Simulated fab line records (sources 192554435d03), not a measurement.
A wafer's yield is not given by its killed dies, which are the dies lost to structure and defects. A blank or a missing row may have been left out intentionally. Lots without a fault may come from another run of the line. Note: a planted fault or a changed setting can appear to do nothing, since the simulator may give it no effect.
A lot that was struck, set against a sound lot    flow n5-finfet    38 out of 1938 route steps
Sound: these wafers, L175.1, L175.3, L175.5. Struck: wafer L168.5; the same lot's L168.4 was not struck, so it is left out; see the end for the cause.
Each step with rows lists, per side, the tool, then ch with its chambers, then its first start. Under that, the readings that differ: sound wafers    struck wafers    difference of the means    sigmas: that difference in standard deviations of wafers without a fault.
alike: words and numbers the same on both sides, and readings whose means are apart by under 2 such deviations; not compared: readings that were withheld, readings missing a value for some wafer, numbers with overlapping values and no deviation given by the record, and bounds like >300 which may hide the same value.
The two part at a step that has a row with sigmas, a row that says differs or no value, or rows on one side only. Numbers that don't overlap but have no deviation are shown without sigmas and don't part them. A reading that every wafer of one side lacks parts them only if that side has two wafers or more.

first, 11 steps without rows for these wafers: N5_FIN_SAQP_SPACER1_ETCHBACK_25 (etches SiO2 in CHF3/O2, target depth 24.4 nm, time 12.2 s); N5_FIN_SAQP_MANDREL1_REMOVE_56 (chemistry HBr/Cl2/O2, target a-Si, stops on SiNx, bt time 10 s); N5_FIN_SAQP_ETCH_57 (etches SiNx in CH3F/O2, target depth 32.5 nm, time 46.4 s); N5_FIN_SAQP_ETCH_65 (etches SiO2 in CF4, target depth 4 nm, time 4.4 s); N5_FIN_SAQP_MANDREL_ETCH_58 (etches a-Si in HBr/Cl2, stops on SiNx, target depth 45 nm, bt time 10 s, time 27 s); N5_FIN_SAQP_RECESS_63 (chemistry HF/NH3, target SiO2, target depth 18 nm, afs cycles 3, sublimation time 60 s); N5_FIN_SAQP_COAT_68 (time 60 s, resist thk 100 nm); N5_FIN_SAQP_ETCH_69 (etches SOC in N2/H2, stops on SiNx, target depth 150 nm); N5_FIN_SAQP_ETCH_67 (etches SiNx in CH3F/O2, target depth 30 nm); N5_FIN_SAQP_STRIP_70 (strips in N2/H2); N5_FIN_SAQP_RECESS_71 (chemistry HF/NH3, target SiO2, target depth 3 nm, afs cycles 1, sublimation time 60 s).
N5_FIN_SAQP_SPACER2_ALD_28: deposits SiO2, target thk 8.1 nm, pulse time 1 s, purge time 2 s.
  sound on ald-sin-02 ch 1,2, day 7 14:11; struck on ald-sin-03 ch 0, day 5 20:14
reading                                            sound        struck  difference  sigmas
model.SiO2_of_FIN_SAQP_SPACER2_ALD_28.thk-nm (nm)  8.2 8.2 8.2  4.4     -3.8        
  alike: heater-power-w, precursor-pulse-height-rel
then, 1 step without rows for these wafers: N5_FIN_SAQP_SPACER2_ETCHBACK_29 (etches SiO2 in CHF3/O2, target depth 12.2 nm, time 6.1 s).
N5_FIN_SAQP_MANDREL2_REMOVE_60: chemistry HBr/Cl2/O2, target a-Si, stops on SiNx, bt time 10 s.
  sound on rie-si-04 ch 1,2, day 7 14:35; struck on rie-si-02 ch 1, day 5 20:42
reading                    sound           struck  difference  sigmas
throttle-valve-pct (%)     37.2 36.5 37.2  36.1    -0.9        -3
model.FIN_SAQP.cd-nm (nm)  8 8.2 8         4.4     -3.7        
  alike: chamber-pressure-mTorr, drypump-motor-current-A, mfc-cl2-sccm, oes-product-au
  not compared: rf-hours-counter-h
N5_FIN_SAQP_CD_MEAS_31: the cd target is 8 nm.
  sound on cd-sem-01 ch 0, day 7 14:42; struck on cd-sem-03 ch 0, day 5 20:49
reading     sound           struck  difference  sigmas
cd-nm (nm)  8.33 8.41 7.97  4.76    -3.48       -17
then, 3 steps without rows for these wafers: N5_FIN_SAQP_HM_OPEN_33 (chemistry CH3F/O2, target SiNx, target depth 49.4 nm, time 70.6 s); N5_FIN_SAQP_ETCH_34 (etches SiO2 in C4F6/O2, target depth 45 nm, time 15 s); N5_FIN_SAQP_STRIP_77 (strips in N2/H2, time 90 s).
N5_FIN_SAQP_HM_CD_35: the cd target is 8 nm.
  sound: cd-sem-03 at day 7 14:59; struck: cd-sem-03 at day 5 21:05
reading     sound           struck  difference  sigmas
cd-nm (nm)  8.41 8.11 7.89  4.74    -3.40       -18
then, 1 step without rows for these wafers: N5_FIN_SAQP_ETCH_64 (etches SiO2 in CF4, target depth 1.5 nm).
N5_FIN_SAQP_FIN_ETCH_36: etches the open film in HBr/Cl2/O2, target depth 120 nm, time 50.4 s.
  sound on rie-si-06 ch 0,1,3, day 7 15:04; struck on rie-si-06 ch 1, day 5 21:09
reading                    sound      struck  difference  sigmas
model.FIN_SAQP.cd-nm (nm)  8.2 8.2 8  4.4     -3.7        
  alike: chamber-pressure-mTorr, drypump-motor-current-A, mfc-cl2-sccm, oes-product-au, throttle-valve-pct
  not compared: rf-hours-counter-h
N5_FIN_SAQP_CD_MEAS_37: the cd target is 8 nm.
  sound: cd-sem-01 at day 7 15:11; struck: cd-sem-03 at day 5 21:17
reading     sound           struck  difference  sigmas
cd-nm (nm)  8.47 8.01 8.33  4.41    -3.86       -16
then, 14 steps without rows for these wafers: N5_FIN_SAQP_PRECLEAN_38 (cleans in O3/DIW, time 45 s); N5_FIN_SAQP_PRECLEAN_45 (cleans in dHF, time 10 s); N5_FIN_SAQP_SRD_39 (time 30 s); N5_FIN_CUT_COAT_18 (time 60 s, resist thk 230 nm); N5_FIN_CUT_COAT_19 (time 60 s, resist thk 20 nm); N5_FIN_CUT_COAT_29 (time 60 s, resist thk 10 nm); N5_FIN_CUT_COAT_02 (resist thk 30 nm); N5_FIN_CUT_EBR_04; N5_FIN_CUT_SOFTBAKE_03 (time 60 s); N5_FIN_CUT_EXPOSE_05 (exposes mask FIN CUT); N5_FIN_CUT_PEB_06 (peb time 60 s); N5_FIN_CUT_DEVELOP_07 (develop time 30 s); N5_FIN_CUT_DESCUM_13 (chemistry O2, time 7 s); N5_FIN_CUT_ETCH_30 (etches underlayer in N2/H2, target depth 13 nm, time 10.4 s).
N5_STI_FIN_REVEAL_CD_MEAS_22: target cd 6.238 nm, pitch 28 nm.
  sound: cd-sem-03 at day 8 02:16; struck: cd-sem-02 at day 6 07:29
reading     sound           struck  difference  sigmas
cd-nm (nm)  6.69 6.59 6.13  2.39    -4.08       -15
-- record jumps: 5 days separate the struck wafers' starts on either side; left off in module STI_FIN_REVEAL, taken up again in module BEOL_M4, whose first shown step is the route's number 1111 --
N5_BEOL_M4_RC_MEAS_101:
  sound on prober-01 ch 0, day 13 09:16; struck on prober-02 ch 0, day 11 13:36
reading             sound                 struck  difference  sigmas
DIBL_N (mV/V)       35.2 34.2 33.5        13.2    -21.1       -14
DIBL_P (mV/V)       35.6 34.3 33.9        4.2     -30.4       -16
IOFF_N (nA/um)      0.151 0.145 0.131     0.005   -0.137      -7
IOFF_N_85C (nA/um)  2.9 2.9 2.6           0.2     -2.6        -7
IOFF_N_LIN (nA/um)  0.069 0.067 0.061     0.004   -0.062      -8
IOFF_P (nA/um)      0.193 0.181 0.171     0.016   -0.166      -6
IOFF_P_85C (nA/um)  3.5 3.3 3.1           0.4     -2.9        -7
IOFF_P_LIN (nA/um)  0.096 0.089 0.086     0.015   -0.075      -7
ION_N (uA/um)       671 672 664           487     -182        -21
ION_P (uA/um)       461 460 457           371     -88         -15
SS_N (mV/dec)       72.0 71.6 71.2        66.9    -4.7        -9
SS_P (mV/dec)       72.9 72.7 72.7        65.4    -7.4        -13
VT_N (mV)           250.0 252.7 252.5     302.9   +51.2       +21
VT_N_LVT (mV)       97.1 97.7 99.8        155.1   +56.9       +23
VT_P (mV)           -251.9 -252.8 -252.1  -284.5  -32.2       -11
VT_P_LVT (mV)       -99.4 -100.8 -100.4   -130.6  -30.4       -12

## WHERE THEY PART
At N5_FIN_SAQP_MANDREL2_REMOVE_60 first; at N5_BEOL_M4_RC_MEAS_101 last (within this record only).

WHY: whatever the simulator had introduced
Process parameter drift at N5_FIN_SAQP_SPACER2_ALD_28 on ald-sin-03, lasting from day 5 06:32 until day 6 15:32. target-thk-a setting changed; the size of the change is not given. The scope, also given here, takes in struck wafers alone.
